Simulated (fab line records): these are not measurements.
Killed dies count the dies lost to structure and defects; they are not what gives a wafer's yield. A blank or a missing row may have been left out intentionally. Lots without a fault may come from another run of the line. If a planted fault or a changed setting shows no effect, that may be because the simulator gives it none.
fab line records	flow nand_harc
record lots=14	wafers=42	last_day=25
route steps=1159 shown P_ZERO_WELL@14 P_STI@85 P_GATE@119
lots that met no fault: taken from a fault-free run of the same line
start_h: the number of hours between the record's first day and the start of the first shown wafer of the lot	wait_h: hours since the lot's step before	" as in the row above	L1.1+2: a single row standing in for several wafers	- no value present, or no start provided	* or withheld: withheld	< > ~ a bound
route shown NAME@n: a module of which the file shows steps, and the number in the route of the first	usual: mean and standard deviation over wafers with no fault	same: alike in all rows	chamber/n: place in a boat	sites: the reading at each site	_std_site: standard deviation across them	_edge_site: mean of outer sites minus mean of inner sites	radius_mm: how far each site lies from the wafer's centre	mask NAME#n: copy n	behind: the last tool/chamber to shape the wafer	hold: what put the lot on hold/how long, in hours/how the hold closed	device: transistor that didn't switch, given as n, p or np	end of line: tests run on the same wafers once the route is complete	for a step that has no rows: nothing shown but its recipe	killed: at the first sort, the dies lost to defects and structure; wafer yield is something else	map: shows each die of a wafer: x if killed, . if not, _ if none is there
set.NAME: the setting as run; set.NAME@STEP: as run at that earlier step	model.NAME: the simulator's own value behind a step, which no gauge read
the route's steps for a sample of lots (tables are steps, rows are wafers)
services: when a tool's chamber went out of use (start_h, in hours from the record's first day, below 0 if earlier), for how many hours, and the reason
## steps
# step NHARC_P_ZERO_WELL_CD_MEAS_11
# recipe target_cd_nm=500	landing_energy_ev=500
# usual cd_nm=500.2/1.4
lot.wafer	tool	chamber	start_h	wait_h	cd_nm
L371.2	cd_sem-03	0	13.12	-	500.1
L371.3	"	0	"	"	500.2
L371.4	"	0	"	"	501.6
L372.2	cd_sem-03	0	19.11	-	501.1
L372.5	"	0	"	"	499.5
L372.6	"	0	"	"	501.2
L375.2	cd_sem-01	0	37.27	-	501.3
L375.3	"	0	"	"	502.7
L375.4	"	0	"	"	500.4
L376.1	cd_sem-01	0	43.12	-	501.4
L376.3	"	0	"	"	501.8
L376.5	"	0	"	"	501.2
L377.2	cd_sem-01	0	49.24	-	498.3
L377.3	"	0	"	"	499.9
L377.6	"	0	"	"	499.3
L378.1	cd_sem-03	0	55.24	-	500.1
L378.3	"	0	"	"	498.6
L378.5	"	0	"	"	499.1
L380.1	cd_sem-03	0	67.40	-	500.3
L380.5	"	0	"	"	497.9
L380.6	"	0	"	"	499.8
L381.1	cd_sem-02	0	73.24	-	502.0
L381.2	"	0	"	"	500.8
L381.3	"	0	"	"	499.4
L382.1	cd_sem-03	0	79.23	-	501.2
L382.3	"	0	"	"	501.4
L382.6	"	0	"	"	500.1
L385.1	cd_sem-03	0	97.27	-	502.3
L385.2	"	0	"	"	502.7
L385.3	"	0	"	"	502.9
L387.3	cd_sem-01	0	109.24	-	499.4
L387.4	"	0	"	"	499.7
L387.6	"	0	"	"	499.9
L390.2	cd_sem-02	0	127.24	-	501.1
L390.3	"	0	"	"	500.8
L390.6	"	0	"	"	502.3
L391.1	cd_sem-03	0	133.41	-	496.9
L391.2	"	0	"	"	497.0
L391.3	"	0	"	"	499.4
L394.2	cd_sem-03	0	151.24	-	498.8
L394.3	"	0	"	"	498.8
L394.6	"	0	"	"	500.8
# step NHARC_P_ZERO_WELL_ETCH_63
# recipe target_depth_a=1200	time_s=40.1	hbr_flow_sccm=150	cl2_flow_sccm=50	rf_w=400	icp_w=400	bias_w=100	chemistry=HBr/Cl2
# usual drypump_motor_current_A=5.7/0.36	oes_product_au=1.001/0.0069	throttle_valve_pct=26.406/0.0089
lot.wafer	tool	chamber	start_h	wait_h	drypump_motor_current_A	oes_product_au	rf_hours_counter_h	throttle_valve_pct
L371.2	rie_si-01	0	13.53	-	5.2	1.004	0.4	26.415
L371.3	"	2	"	"	6.0	1.006	0.5	26.398
L371.4	"	3	"	"	5.7	1.012	0.4	26.409
L372.2	rie_si-01	3	19.53	-	5.6	1.015	0.5	26.416
L372.6	"	3	"	"	5.6	1.013	-	26.390
L372.5	"	0	"	"	5.3	1.014	-	26.409
L375.4	rie_si-01	0	37.70	-	5.2	1.002	0.7	26.397
L375.3	"	1	"	"	5.4	1.000	0.6	26.411
L375.2	"	2	"	"	6.0	1.008	0.6	26.408
L376.1	rie_si-03	1	43.53	-	5.3	1.008	0.8	26.394
L376.3	"	3	"	"	5.9	1.009	0.6	26.422
L376.5	"	0	"	"	5.8	0.993	-	26.407
L377.2	rie_si-04	2	49.67	-	6.2	0.997	0.9	26.379
L377.3	"	1	"	"	5.5	1.007	1.0	26.404
L377.6	"	2	"	"	6.2	1.013	-	26.403
L378.1	rie_si-03	2	55.66	-	6.0	0.987	0.5	26.413
L378.3	"	3	"	"	5.9	1.004	0.7	26.408
L378.5	"	3	"	"	5.9	1.006	-	26.406
L380.1	rie_si-03	0	67.82	-	5.8	1.003	0.8	26.407
L380.5	"	3	"	"	5.9	0.996	-	26.398
L380.6	"	0	"	"	5.8	1.003	-	26.395
L381.1	rie_si-04	2	73.65	-	6.2	1.000	1.2	26.411
L381.3	"	3	"	"	6.3	1.002	1.1	26.411
L381.2	"	0	"	"	5.4	0.990	1.1	26.408
L382.1	rie_si-01	0	79.64	-	5.2	0.996	1.0	26.412
L382.3	"	2	"	"	6.1	0.998	1.1	26.412
L382.6	"	0	"	"	5.3	1.000	-	26.397
L385.2	rie_si-04	3	97.68	-	6.3	1.008	1.2	26.394
L385.3	"	1	"	"	5.5	1.002	1.4	26.391
L385.1	"	2	"	"	6.1	1.001	1.4	26.406
L387.3	rie_si-04	2	109.68	-	6.2	0.996	0.0	26.415
L387.4	"	3	"	"	6.3	0.994	0.0	26.403
L387.6	"	0	"	"	5.3	1.003	-	26.391
L390.3	rie_si-03	3	127.72	-	5.9	0.995	1.4	26.411
L390.2	"	0	"	"	5.8	0.994	1.3	26.403
L390.6	"	2	"	"	6.0	0.997	-	26.394
L391.2	rie_si-04	0	133.83	-	5.4	0.986	0.3	26.406
L391.3	"	2	"	"	6.2	1.004	0.3	26.411
L391.1	"	3	"	"	6.3	0.989	0.3	26.406
L394.3	rie_si-03	0	151.67	-	5.8	0.996	1.6	26.400
L394.2	"	1	"	"	5.3	1.006	1.7	26.390
L394.6	"	0	"	"	5.8	1.003	-	26.398
# step NHARC_P_STI_INSPECT_11
# usual raw_defect_count=6.0/2.9
lot.wafer	tool	chamber	start_h	wait_h	raw_defect_count
L372.2	defect_inspect-01	-	39.96	0.0	6
L372.5	"	-	"	"	8
L372.6	"	-	"	"	4
L371.2	defect_inspect-01	-	40.12	0.0	5
L371.3	"	-	"	"	6
L371.4	"	-	"	"	4
L375.2	defect_inspect-01	-	60.63	0.0	10
L375.3	"	-	"	"	6
L375.4	"	-	"	"	12
L376.1	defect_inspect-02	-	66.28	0.0	10
L376.3	"	-	"	"	4
L376.5	"	-	"	"	3
L377.2	defect_inspect-02	-	72.43	0.0	5
L377.3	"	-	"	"	6
L377.6	"	-	"	"	8
L378.1	defect_inspect-01	-	79.68	0.0	4
L378.3	"	-	"	"	1
L378.5	"	-	"	"	5
L380.1	defect_inspect-02	-	94.15	0.0	5
L380.5	"	-	"	"	5
L380.6	"	-	"	"	8
L381.1	defect_inspect-01	-	94.32	0.0	7
L381.2	"	-	"	"	9
L381.3	"	-	"	"	9
L382.1	defect_inspect-01	-	103.46	0.0	3
L382.3	"	-	"	"	9
L382.6	"	-	"	"	5
L385.1	defect_inspect-01	-	119.23	0.0	9
L385.2	"	-	"	"	4
L385.3	"	-	"	"	12
L387.3	defect_inspect-02	-	130.83	0.0	6
L387.4	"	-	"	"	6
L387.6	"	-	"	"	4
L390.2	defect_inspect-02	-	149.13	0.0	5
L390.3	"	-	"	"	5
L390.6	"	-	"	"	5
L391.1	defect_inspect-01	-	156.41	0.0	4
L391.2	"	-	"	"	6
L391.3	"	-	"	"	4
L394.2	defect_inspect-02	-	173.34	0.0	5
L394.3	"	-	"	"	6
L394.6	"	-	"	"	11
# step NHARC_P_GATE_EXPOSE_08
# recipe na=0.6	dose_mj=16.75	mask_id=P_HV
# usual exposure_dose_mJ_cm2=16.748/0.015	focus_offset_nm=-0.2/0.58	na=0.6/0	stage_vel_mm_s=500.05/0.25
lot.wafer	tool	chamber	start_h	wait_h	mask	exposure_dose_mJ_cm2	focus_offset_nm	na	stage_vel_mm_s
L372.2	krf_scanner-02	0	81.89	-	P_HV#0	16.740	-0.8	0.6	499.92
L372.5	"	0	"	"	P_HV#0	16.734	-1.1	0.6	499.93
L372.6	"	0	"	"	P_HV#0	16.739	0.2	0.6	499.69
L371.2	krf_scanner-03	0	82.05	-	P_HV#0	16.747	0.0	0.6	500.29
L371.3	"	0	"	"	P_HV#0	16.747	-0.2	0.6	500.37
L371.4	"	0	"	"	P_HV#0	16.776	0.3	0.6	500.22
L375.2	krf_scanner-02	0	97.80	-	P_HV#0	16.753	0.9	0.6	499.80
L375.3	"	0	"	"	P_HV#0	16.736	1.2	0.6	499.71
L375.4	"	0	"	"	P_HV#0	16.762	-0.5	0.6	500.03
L376.1	krf_scanner-04	0	97.95	-	P_HV#0	16.741	-1.3	0.6	500.14
L376.3	"	0	"	"	P_HV#0	16.740	0.1	0.6	499.82
L376.5	"	0	"	"	P_HV#0	16.745	-0.3	0.6	500.31
L377.2	krf_scanner-02	0	109.84	-	P_HV#0	16.765	-0.7	0.6	500.09
L377.3	"	0	"	"	P_HV#0	16.727	-0.7	0.6	499.89
L377.6	"	0	"	"	P_HV#0	16.729	-0.8	0.6	500.14
L378.1	krf_scanner-02	0	115.60	-	P_HV#0	16.747	0.7	0.6	499.91
L378.3	"	0	"	"	P_HV#0	16.748	0.3	0.6	499.66
L378.5	"	0	"	"	P_HV#0	16.752	0.3	0.6	500.00
L380.1	krf_scanner-03	0	129.59	-	P_HV#0	16.780	-1.1	0.6	500.18
L380.5	"	0	"	"	P_HV#0	16.765	-0.1	0.6	500.04
L380.6	"	0	"	"	P_HV#0	16.766	-0.6	0.6	500.22
L381.1	krf_scanner-02	0	129.75	-	P_HV#0	16.734	0.2	0.6	500.27
L381.2	"	0	"	"	P_HV#0	16.748	0.6	0.6	500.28
L381.3	"	0	"	"	P_HV#0	16.776	-0.5	0.6	500.13
L382.1	krf_scanner-04	0	151.06	-	P_HV#0	16.761	0.5	0.6	499.91
L382.3	"	0	"	"	P_HV#0	16.743	0.6	0.6	499.53
L382.6	"	0	"	"	P_HV#0	16.719	0.0	0.6	499.72
L385.1	krf_scanner-04	0	154.35	-	P_HV#0	16.750	-0.3	0.6	499.71
L385.2	"	0	"	"	P_HV#0	16.745	-2.1	0.6	499.92
L385.3	"	0	"	"	P_HV#0	16.750	-0.5	0.6	499.98
L387.3	krf_scanner-02	-	169.22	-	P_HV#0	-	-	-	-
L387.4	"	-	"	"	P_HV#0	-	-	-	-
L387.6	"	-	"	"	P_HV#0	-	-	-	-
L390.2	krf_scanner-02	-	183.82	-	P_HV#0	-	-	-	-
L390.3	"	-	"	"	P_HV#0	-	-	-	-
L390.6	"	-	"	"	P_HV#0	-	-	-	-
L391.1	krf_scanner-02	0	195.57	-	P_HV#0	16.744	0.0	0.6	500.01
L391.2	"	0	"	"	P_HV#0	16.742	1.2	0.6	500.26
L391.3	"	0	"	"	P_HV#0	16.773	-0.3	0.6	500.16
L394.2	krf_scanner-03	0	208.87	-	P_HV#0	16.766	0.1	0.6	500.23
L394.3	"	0	"	"	P_HV#0	16.762	-0.3	0.6	500.45
L394.6	"	0	"	"	P_HV#0	16.734	0.4	0.6	500.17
# step NHARC_P_GATE_CD_MEAS_11
# recipe target_cd_nm=1640	landing_energy_ev=500
# usual cd_nm=1639.9/1.6
lot.wafer	tool	chamber	start_h	wait_h	cd_nm
L372.2	cd_sem-02	0	82.04	-	1640.2
L372.5	"	0	"	"	1640.7
L372.6	"	0	"	"	1641.7
L371.2	cd_sem-02	0	82.20	-	1638.4
L371.3	"	0	"	"	1639.0
L371.4	"	0	"	"	1638.0
L375.2	cd_sem-03	0	97.95	-	1641.2
L375.3	"	0	"	"	1640.9
L375.4	"	0	"	"	1641.3
L376.1	cd_sem-02	0	98.11	-	1642.4
L376.3	"	0	"	"	1640.2
L376.5	"	0	"	"	1638.3
L377.2	cd_sem-01	0	110.00	-	1640.8
L377.3	"	0	"	"	1643.4
L377.6	"	0	"	"	1643.3
L378.1	cd_sem-01	0	115.76	-	1640.2
L378.3	"	0	"	"	1638.1
L378.5	"	0	"	"	1638.8
L380.1	cd_sem-01	0	129.74	-	1640.0
L380.5	"	0	"	"	1642.1
L380.6	"	0	"	"	1641.2
L381.1	cd_sem-03	0	129.90	-	1637.8
L381.2	"	0	"	"	1638.2
L381.3	"	0	"	"	1637.7
L382.1	cd_sem-01	0	151.21	-	1641.1
L382.3	"	0	"	"	1642.8
L382.6	"	0	"	"	1642.2
L385.1	cd_sem-01	0	154.51	-	1636.8
L385.2	"	0	"	"	1639.3
L385.3	"	0	"	"	1640.1
L387.3	cd_sem-03	0	169.37	-	-
L387.4	"	0	"	"	-
L387.6	"	0	"	"	-
L390.2	cd_sem-03	0	183.97	-	-
L390.3	"	0	"	"	-
L390.6	"	0	"	"	-
L391.1	cd_sem-01	0	195.73	-	1638.6
L391.2	"	0	"	"	1640.0
L391.3	"	0	"	"	1639.1
L394.2	cd_sem-02	0	209.02	-	1639.2
L394.3	"	0	"	"	1639.4
L394.6	"	0	"	"	1640.1
# step NHARC_P_GATE_INSPECT_28
# usual raw_defect_count=7/3.3
lot.wafer	tool	chamber	start_h	wait_h	raw_defect_count
L372.2	defect_inspect-02	-	97.44	0.0	8
L372.5	"	-	"	"	10
L372.6	"	-	"	"	4
L371.2	defect_inspect-01	-	97.62	0.1	8
L371.3	"	-	"	"	9
L371.4	"	-	"	"	7
L375.2	defect_inspect-02	-	111.90	0.0	6
L375.3	"	-	"	"	4
L375.4	"	-	"	"	5
L376.1	defect_inspect-02	-	112.42	0.0	5
L376.3	"	-	"	"	8
L376.5	"	-	"	"	3
L377.2	defect_inspect-02	-	127.26	0.0	0
L377.3	"	-	"	"	11
L377.6	"	-	"	"	5
L378.1	defect_inspect-02	-	131.00	0.0	6
L378.3	"	-	"	"	6
L378.5	"	-	"	"	4
L381.1	defect_inspect-02	-	144.08	0.0	7
L381.2	"	-	"	"	12
L381.3	"	-	"	"	11
L380.1	defect_inspect-01	-	144.40	0.0	6
L380.5	"	-	"	"	12
L380.6	"	-	"	"	3
L385.1	defect_inspect-02	-	167.17	0.0	11
L385.2	"	-	"	"	11
L385.3	"	-	"	"	2
L382.1	defect_inspect-01	-	167.44	0.0	3
L382.3	"	-	"	"	4
L382.6	"	-	"	"	8
L387.3	defect_inspect-02	-	188.67	0.0	1132
L387.4	"	-	"	"	1075
L387.6	"	-	"	"	1099
L390.2	defect_inspect-01	-	199.29	0.0	1052
L390.3	"	-	"	"	1070
L390.6	"	-	"	"	1080
L391.1	defect_inspect-02	-	209.64	0.0	3
L391.2	"	-	"	"	1
L391.3	"	-	"	"	8
L394.2	defect_inspect-02	-	222.70	0.0	6
L394.3	"	-	"	"	12
L394.6	"	-	"	"	5
# step NHARC_P_GATE_INSPECT_68
# usual raw_defect_count=206/81
lot.wafer	tool	chamber	start_h	wait_h	raw_defect_count
L372.2	defect_inspect-02	-	117.07	0.1	660
L372.5	"	-	"	"	209
L372.6	"	-	"	"	459
L371.2	defect_inspect-01	-	117.58	0.1	141
L371.3	"	-	"	"	103
L371.4	"	-	"	"	106
L375.2	defect_inspect-02	-	130.66	0.1	141
L375.3	"	-	"	"	89
L375.4	"	-	"	"	201
L376.1	defect_inspect-02	-	131.24	0.2	231
L376.3	"	-	"	"	276
L376.5	"	-	"	"	218
L377.2	defect_inspect-01	-	145.94	0.1	189
L377.3	"	-	"	"	258
L377.6	"	-	"	"	185
L378.1	defect_inspect-02	-	149.67	0.2	203
L378.3	"	-	"	"	167
L378.5	"	-	"	"	218
L380.1	defect_inspect-01	-	164.23	0.2	192
L380.5	"	-	"	"	240
L380.6	"	-	"	"	196
L381.1	defect_inspect-01	-	164.99	0.2	148
L381.2	"	-	"	"	126
L381.3	"	-	"	"	253
L385.1	defect_inspect-01	-	185.84	0.2	188
L385.2	"	-	"	"	99
L385.3	"	-	"	"	136
L382.1	defect_inspect-01	-	186.11	0.2	195
L382.3	"	-	"	"	262
L382.6	"	-	"	"	377
L387.3	defect_inspect-02	-	207.02	0.1	1503
L387.4	"	-	"	"	1374
L387.6	"	-	"	"	1391
L390.2	defect_inspect-01	-	217.62	0.1	1299
L390.3	"	-	"	"	1212
L390.6	"	-	"	"	1363
L391.1	defect_inspect-02	-	228.21	0.2	153
L391.2	"	-	"	"	219
L391.3	"	-	"	"	115
L394.2	defect_inspect-01	-	241.58	0.1	116
L394.3	"	-	"	"	187
L394.6	"	-	"	"	167
## services
tool	chamber	start_h	hours	kind
krf_scanner-03	-	-4.00	4.0	pm
krf_scanner-04	-	9.36	0.8	repair
krf_scanner-02	0	15.06	-	calibration
rie_si-03	2	27.00	28.3	repair
krf_scanner-02	-	38.00	4.0	pm
rie_si-01	1	41.18	2.5	repair
krf_scanner-03	-	56.02	0.6	repair
krf_scanner-02	-	63.99	0.8	repair
rie_si-01	-	77.77	0.6	repair
rie_si-01	1	78.92	19.2	repair
krf_scanner-04	-	84.62	4.0	pm
rie_si-04	-	99.00	9.0	pm
rie_si-01	-	127.00	9.0	pm
krf_scanner-02	-	127.78	0.4	repair
krf_scanner-03	-	131.76	2.0	repair
krf_scanner-02	-	132.20	0.5	repair
rie_si-03	-	155.03	9.0	pm
krf_scanner-04	-	155.50	0.1	repair
krf_scanner-03	-	168.00	4.0	pm
rie_si-04	-	186.35	2.7	repair
rie_si-01	2	186.61	4.2	repair
rie_si-04	-	189.96	0.2	repair
rie_si-03	2	190.78	8.9	repair
rie_si-01	3	202.11	6.5	repair
## key
first_sign step=NHARC_P_GATE_EXPOSE_08	reading=tool_record	direction=missing
effect step=NHARC_P_GATE_CD_MEAS_11	reading=cd_nm	direction=missing
effect step=NHARC_P_GATE_INSPECT_28	reading=raw_defect_count	direction=up	sigmas=99+	usual=7	struck=1085
effect step=NHARC_P_GATE_INSPECT_68	reading=raw_defect_count	direction=up	sigmas=14	usual=206	struck=1357
met_at NHARC_P_GATE_EXPOSE_08
struck_lots L387,L390
later_rows_left_out L387.3,L387.4,L387.6,L390.2,L390.3,L390.6
sort_left_out L387.3,L387.4,L387.6,L390.2,L390.3,L390.6
tester_left_out L387,L390
not_acting_at NHARC_P_ZERO_WELL_CD_MEAS_11,NHARC_P_ZERO_WELL_ETCH_63,NHARC_P_STI_INSPECT_11
onset_between 129.75 169.22
fault kind=skipped_step_whole	tool=krf_scanner-02	chamber=-	onset_h=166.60	steps=NHARC_P_GATE_EXPOSE_08	scope=struck_lots_only
# tester_left_out: of these lots the tester's yield and bins aren't shown, on N5 and GAA mostly nor the transistor test; their killed dies are dies lost to structure and defects alone, not to doping, threshold or leakage, so they don't give the yield
# sort_left_out: the simulated sort isn't trusted on such a fault, so these wafers' sort isn't shown, and their yield isn't known
# later_rows_left_out: the simulator's readings of these wafers behind a module that went badly wrong aren't trusted and aren't shown, but for the sort
